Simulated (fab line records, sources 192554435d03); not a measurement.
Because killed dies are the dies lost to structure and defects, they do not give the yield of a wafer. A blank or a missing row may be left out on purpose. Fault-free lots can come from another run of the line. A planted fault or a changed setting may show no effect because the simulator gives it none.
Split-lot study || flow n5 finfet || 21 wafers read from 7 lots, route of 1938 steps

## ABOUT THE SPLIT
At N5_HKMG_FIN_ETCH_54 (etches SiARC in CF4, target depth 45.5 nm, time 75.8 s), the setting source w was moved away from the recipe's 545 W on 5 of the 21 wafers read, by -12.8% to +12.8%. This setting was run at the recipe's value on the other wafers.

The reading is taken at the split's own step.

## THE READING
rf vpp V, in V, at N5_HKMG_FIN_ETCH_54 (etches SiARC in CF4, target depth 45.5 nm, time 75.8 s). On this fab line, fault-free wafers typically give 183.9 V with a standard deviation of 1.1 V.

{"wafer": "L074.1", "tool, chamber at the split": "rie diel-01, 0", "source w as run, W": 614.8, "against the recipe": "+12.8%", "rf vpp V, V": 174.3, "against lot-mates on the recipe": -9.3}
{"wafer": "L074.3", "tool, chamber at the split": "rie diel-01, 3", "source w as run, W": 614.8, "against the recipe": "+12.8%", "rf vpp V, V": 177.8, "against lot-mates on the recipe": -5.8}
{"wafer": "L074.4", "tool, chamber at the split": "rie diel-01, 2", "source w as run, W": 545, "against the recipe": "recipe", "rf vpp V, V": 183.6, "against lot-mates on the recipe": "-"}
{"wafer": "L077.1", "tool, chamber at the split": "rie diel-04, 2", "source w as run, W": 545, "against the recipe": "recipe", "rf vpp V, V": 183.5, "against lot-mates on the recipe": "-"}
{"wafer": "L077.2", "tool, chamber at the split": "rie diel-04, 0", "source w as run, W": 475.4, "against the recipe": "-12.8%", "rf vpp V, V": 192.2, "against lot-mates on the recipe": "+9.4"}
{"wafer": "L077.4", "tool, chamber at the split": "rie diel-04, 3", "source w as run, W": 545, "against the recipe": "recipe", "rf vpp V, V": 182.0, "against lot-mates on the recipe": "-"}
{"wafer": "L080.3", "tool, chamber at the split": "rie diel-04, 1", "source w as run, W": 545, "against the recipe": "recipe", "rf vpp V, V": 184.1, "against lot-mates on the recipe": "-"}
{"wafer": "L080.4", "tool, chamber at the split": "rie diel-04, 2", "source w as run, W": 545, "against the recipe": "recipe", "rf vpp V, V": 183.7, "against lot-mates on the recipe": "-"}
{"wafer": "L080.5", "tool, chamber at the split": "rie diel-04, 0", "source w as run, W": 545, "against the recipe": "recipe", "rf vpp V, V": 181.5, "against lot-mates on the recipe": "-"}
{"wafer": "L085.2", "tool, chamber at the split": "rie diel-01, 0", "source w as run, W": 545, "against the recipe": "recipe", "rf vpp V, V": 183.6, "against lot-mates on the recipe": "-"}
{"wafer": "L085.3", "tool, chamber at the split": "rie diel-01, 3", "source w as run, W": 545, "against the recipe": "recipe", "rf vpp V, V": 185.1, "against lot-mates on the recipe": "-"}
{"wafer": "L085.4", "tool, chamber at the split": "rie diel-01, 0", "source w as run, W": 545, "against the recipe": "recipe", "rf vpp V, V": 183.0, "against lot-mates on the recipe": "-"}
{"wafer": "L092.1", "tool, chamber at the split": "rie diel-01, 1", "source w as run, W": 492, "against the recipe": "-9.7%", "rf vpp V, V": 190.1, "against lot-mates on the recipe": "+6.1"}
{"wafer": "L092.2", "tool, chamber at the split": "rie diel-01, 2", "source w as run, W": 545, "against the recipe": "recipe", "rf vpp V, V": 183.7, "against lot-mates on the recipe": "-"}
{"wafer": "L092.4", "tool, chamber at the split": "rie diel-01, 3", "source w as run, W": 545, "against the recipe": "recipe", "rf vpp V, V": 184.3, "against lot-mates on the recipe": "-"}
{"wafer": "L093.1", "tool, chamber at the split": "rie diel-01, 3", "source w as run, W": 581.4, "against the recipe": "+6.7%", "rf vpp V, V": 180.1, "against lot-mates on the recipe": -4.3}
{"wafer": "L093.3", "tool, chamber at the split": "rie diel-01, 1", "source w as run, W": 545, "against the recipe": "recipe", "rf vpp V, V": 184.8, "against lot-mates on the recipe": "-"}
{"wafer": "L093.4", "tool, chamber at the split": "rie diel-01, 2", "source w as run, W": 545, "against the recipe": "recipe", "rf vpp V, V": 184.0, "against lot-mates on the recipe": "-"}
{"wafer": "L095.1", "tool, chamber at the split": "rie diel-01, 1", "source w as run, W": 545, "against the recipe": "recipe", "rf vpp V, V": 185.1, "against lot-mates on the recipe": "-"}
{"wafer": "L095.2", "tool, chamber at the split": "rie diel-01, 3", "source w as run, W": 545, "against the recipe": "recipe", "rf vpp V, V": 184.5, "against lot-mates on the recipe": "-"}
{"wafer": "L095.5", "tool, chamber at the split": "rie diel-01, 0", "source w as run, W": 545, "against the recipe": "recipe", "rf vpp V, V": 184.2, "against lot-mates on the recipe": "-"}

FIT RESULTS
A straight line over all 21 wafers: rf vpp V changes by -0.623 V for each +1% of source w; r = -0.96; the points scatter about the line by 1.1 V.
The same after taking each lot's own level away (the mean of its wafers on the recipe; 21 wafers): -0.64 V for each +1%; r = -0.97; scatter 0.94 V.
Per that fit: largest source w move, reading shift of 8.2 V.
The span of the lots' own levels, 182.75 to 184.60 V, comes to 1.7 times the standard deviation stated above.
The two slopes agree, so the slope changes little with the lot-to-lot level.
Check: with one of the wafers moved furthest among these (+12.8%) left out of the fit, the line predicts -7.58 V for it against its lot-mates. It came out at -9.3 V against them.
Tool readings at the split's step, against how far the setting was moved: etch rf on time s r = -0.90; rf vpp V r = -0.96.

## FURTHER SPLITS ON THESE WAFERS
Note: prior to the reading, these wafers also went through further splits. Each is held against what the fit with the lots' levels taken away leaves over:
{"other split on the same wafers": "N5_HKMG_FIN_EXPOSE_46 dose mj", "wafers away from the commonest value": 7, "r with rf vpp V (lot level and that fit taken away)": "+0.01"}

## THE WHOLE CHAIN: every reading that the file lists as answering this split, in the file's order
{"step": "N5_HKMG_FIN_ETCH_54", "what it does": "etches SiARC in CF4, target depth 45.5 nm, time 75.8 s", "reading": "etch rf on time s", "change (the file's fit)": "withheld for each +1% of the setting", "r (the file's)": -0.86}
{"step": "N5_HKMG_FIN_ETCH_54", "what it does": "etches SiARC in CF4, target depth 45.5 nm, time 75.8 s", "reading": "rf vpp V", "change (the file's fit)": "-0.654 V for each +1% of the setting", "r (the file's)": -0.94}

## THE FILE'S OWN FIT
rf vpp V changes by -0.654 V for each +1% of source w, r = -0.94.
